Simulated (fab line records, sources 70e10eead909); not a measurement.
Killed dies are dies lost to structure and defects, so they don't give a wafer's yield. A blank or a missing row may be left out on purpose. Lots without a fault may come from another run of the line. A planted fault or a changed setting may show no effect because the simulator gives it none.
A struck lot beside a sound one | flow nand_harc | 13 steps out of a route of 1302
Sound: wafers L531.1, L531.3, L531.5. Struck: wafers L535.1, L535.5, L535.6. The cause comes at the end.
At each step with rows: each side's tool, then ch and its chambers, then its first start. Under that, the readings that differ: sound wafers | struck wafers | difference of the means | sigmas: that difference in standard deviations of wafers without a fault.
alike: readings whose means differ by less than 2 such deviations, and words and numbers that are the same on both sides. not compared: withheld readings, readings that some wafer has no value for, bounds like >300 that may hide the same value, and numbers for which the record gives no deviation and whose values overlap.
The two part at a step that has a row with sigmas, a row that says differs or no value, or rows on one side only. Numbers that don't overlap but have no deviation are shown without sigmas and don't part them. A reading that every wafer of one side lacks parts them only if that side has two wafers or more.

NHARC_A_SOURCE_PLATE_THK_MEAS_06: measures by ellipsometry.
  sound on film_metro-02, day 11 16:25; struck on film_metro-01, day 13 02:29
  alike: thk_nm
NHARC_A_SOURCE_PLATE_INSPECT_08:
  sound on defect_inspect-02, day 11 16:31; struck on defect_inspect-02, day 13 02:34
  alike: raw_defect_count
then, 1 step without rows for these wafers: NHARC_A_ONON_D1_DEP_00 (target thk 1000 nm).
NHARC_A_ONON_D1_THK_MEAS_02: measures by ellipsometry.
  sound on film_metro-01, day 11 17:05; struck on film_metro-01, day 13 03:08
  alike: thk_nm
then, 1 step without rows for these wafers: NHARC_A_ONON_D1_DEP_03 (target thk 1000 nm).
NHARC_A_ONON_D1_THK_MEAS_05: measures by ellipsometry.
  sound on film_metro-01, day 11 17:39; struck on film_metro-02, day 13 03:43
  alike: thk_nm
then, 1 step without rows for these wafers: NHARC_A_ONON_D1_DEP_06 (target thk 1000 nm).
NHARC_A_ONON_D1_THK_MEAS_08: measures by ellipsometry.
  sound on film_metro-02, day 11 18:13; struck on film_metro-01, day 13 04:16
  alike: thk_nm
then, 1 step without rows for these wafers: NHARC_A_ONON_D1_DEP_09 (target thk 1000 nm).
NHARC_A_ONON_D1_THK_MEAS_11: measures by ellipsometry.
  sound on film_metro-02, day 11 18:47; struck on film_metro-01, day 13 04:50
  alike: thk_nm
NHARC_A_ONON_D1_DEP_12: target thk 1000 nm.
  sound on pecvd_onon-04 ch 0, day 11 18:51; struck on pecvd_onon-04 ch 0, day 13 04:53
NHARC_A_ONON_D1_THK_MEAS_14: measures by ellipsometry.
  sound on film_metro-02, day 11 19:21; struck on film_metro-01, day 13 05:35
  reading     | sound          | struck         | difference | sigmas
  thk_nm (nm) | 1027 1027 1024 | 1572 1573 1575 | +547       | +56
  not compared: hold
NHARC_END_SORT_01:
  the record has rows for the sound wafers here (prober-01 ch 0, day 28 16:55) and none for the struck ones

WHERE THEY PART
First at NHARC_A_ONON_D1_THK_MEAS_14; last, within this record, at NHARC_END_SORT_01.

WHY: what the simulator had put in
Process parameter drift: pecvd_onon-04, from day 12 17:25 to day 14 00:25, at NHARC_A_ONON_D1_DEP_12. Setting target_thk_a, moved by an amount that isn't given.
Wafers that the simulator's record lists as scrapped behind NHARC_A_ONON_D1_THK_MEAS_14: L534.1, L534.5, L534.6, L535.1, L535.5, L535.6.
